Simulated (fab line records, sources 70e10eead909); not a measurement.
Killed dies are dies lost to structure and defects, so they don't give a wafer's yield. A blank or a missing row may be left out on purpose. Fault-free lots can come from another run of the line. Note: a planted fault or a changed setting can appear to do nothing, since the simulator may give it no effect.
One fault seen from 2 desks ; flow nand_harc ; only its own numbers are on each desk; what lay behind them is given at the end

## AT THE METROLOGY DESK
What the gauges read for every lot (on any tool): the sampled wafers with a number, averaged. Marked OUT: a lot whose mean sits more than 4 standard deviations from the usual mean, which makes it out of limits; the brackets give that distance.
Columns: A = thk_nm at NHARC_A_ONON_D2_THK_MEAS_11, usual 1001 nm; B = thk_nm at NHARC_A_ONON_D2_THK_MEAS_18, usual 1001 nm; C = thk_nm at NHARC_A_ONON_D2_THK_MEAS_21, usual 1002 nm; D = thk_nm at NHARC_A_ONON_D2_THK_MEAS_24, usual 1000 nm
lot;first seen here;A;B;C;D
L254;day 12 06:22;1010;1022;1010;986
L255;day 13 05:20;1013;1001;996;997
L257;day 13 12:16;1018;994;1013;988
L262;day 15 23:25;941 (-7.7) OUT;991;995;1005
L263;day 15 23:29;992;1002;1007;990
L264;day 16 11:10;963 (-4.8) OUT;991;1006;990
L265;day 17 07:31;1006;1002;1002;1001
L270;day 19 07:35;1003;990;1013;1000
L271;day 19 15:23;1003;1009;1004;993
L272;day 19 23:48;1005;994;987;1008
L274;day 20 15:11;1003;1017;996;1001
L275;day 21 11:41;1001;1012;1002;1003
L276;day 22 04:37;995;985;990;1003
L277;day 22 14:32;999;1007;993;997
This desk finds L262, L264 out of limits, L262 being first, at day 15 23:25 (thk_nm at NHARC_A_ONON_D2_THK_MEAS_11). L254, L255, L257, L263, L265, L270, L271, L272, L274, L275, L276, L277 stayed within limits.

## AT THE TOOL OWNER'S DESK: pecvd_onon-04
The tool's own readings at NHARC_A_ONON_D2_DEP_09 (target thk 1000 nm): means of the sampled wafers that have a number, for each lot that ran on this tool. Marked OUT: a lot whose mean sits more than 4 standard deviations from the usual mean, which makes it out of limits; the brackets give that distance.
Columns: A = sih4_flow_sccm at NHARC_A_ONON_D2_DEP_09, usual 209.7 sccm
lot;first seen here;A
L254;day 12 05:51;210.0
L262;day 15 22:55;209.5
L264;day 16 10:47;209.6
L271;day 19 14:53;210.9
L276;day 22 04:06;209.3
This desk's verdict: no lot among the 5 shows anything out of limits.

## BROUGHT TOGETHER
L262, L264 would have let the metrology desk raise an alarm at day 15 23:25.
The tool owner's desk saw nothing out of limits.
Tool owner's desk: L262, L264 on record, inside its limits.
Of the lots named, all ran NHARC_A_ONON_D2_DEP_09 on pecvd_onon-04.

## WHAT HAD BEEN PUT IN BY THE SIMULATOR
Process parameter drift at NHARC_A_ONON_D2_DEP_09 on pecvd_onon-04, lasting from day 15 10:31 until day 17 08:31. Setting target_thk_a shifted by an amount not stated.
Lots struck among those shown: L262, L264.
Time in hours between the start of the fault and the first out-of-limits reading at each desk: metrology desk, 13.
